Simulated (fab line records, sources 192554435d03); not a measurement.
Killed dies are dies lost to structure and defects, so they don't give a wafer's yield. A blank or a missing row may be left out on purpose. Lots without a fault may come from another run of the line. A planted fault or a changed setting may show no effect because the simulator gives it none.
Chamber matching | flow n5_finfet | N5_HKMG_FIN_ALD_21 on ald_metal-03: 4 sister chambers
The step deposits TiN, target thk 1.5 nm, pulse time 1 s, purge time 3 s. 8 wafers are shown with their chamber, then 12 later ones without.

WAFERS WITH THEIR CHAMBER
wafer  | chamber | heater_power_outer_w (W) | heater_power_w (W)
L078.2 | 2       | 603                      | 911
L082.1 | 2       | 591                      | 947
L082.2 | 0       | 482                      | 798
L082.6 | 3       | 545                      | 883
L083.3 | 3       | 558                      | 863
L084.1 | 0       | 490                      | 800
L084.2 | 1       | 488                      | 852
L084.5 | 1       | 493                      | 852

WAFERS WITHOUT THEIR CHAMBER
wafer  | heater_power_outer_w (W) | heater_power_w (W)
L093.3 | 491                      | 876
L093.5 | 591                      | 959
L093.6 | 492                      | 880
L094.1 | 548                      | 892
L094.2 | 475                      | 835
L094.4 | 481                      | 850
L095.2 | 538                      | 886
L095.5 | 478                      | 784
L095.6 | 487                      | 854
L096.1 | 483                      | 806
L096.2 | 506                      | 863
L096.3 | 588                      | 956

WHICH CHAMBER EACH WENT THROUGH
wafer  | from the rows above     | in truth
L093.3 | 1                       | 1
L093.5 | 2                       | 2
L093.6 | 1                       | 1
L094.1 | 3                       | 3
L094.2 | can't be placed: 1 or 0 | 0
L094.4 | 1                       | 1
L095.2 | 3                       | 3
L095.5 | 0                       | 0
L095.6 | 1                       | 1
L096.1 | 0                       | 0
L096.2 | 1                       | 1
L096.3 | 2                       | 2
Placed correctly: 11 of 12. Can't be placed from these rows: 1 (the true chamber is among the candidates in 1). Placed wrongly: 0.
How it was worked out, from the rows above alone: a wafer's distance from a chamber is the root of the sum, over the readings, of the square of ((its reading less the chamber's mean) divided by the reading's scatter). The wafer belongs to the nearest chamber; if the next one is less than 2 further off, it can't be placed. A chamber's mean is the mean of its shown wafers. The scatter: the root of (the sum of the squares of (reading less its chamber's mean) over the shown wafers, divided by (wafers less chambers)).
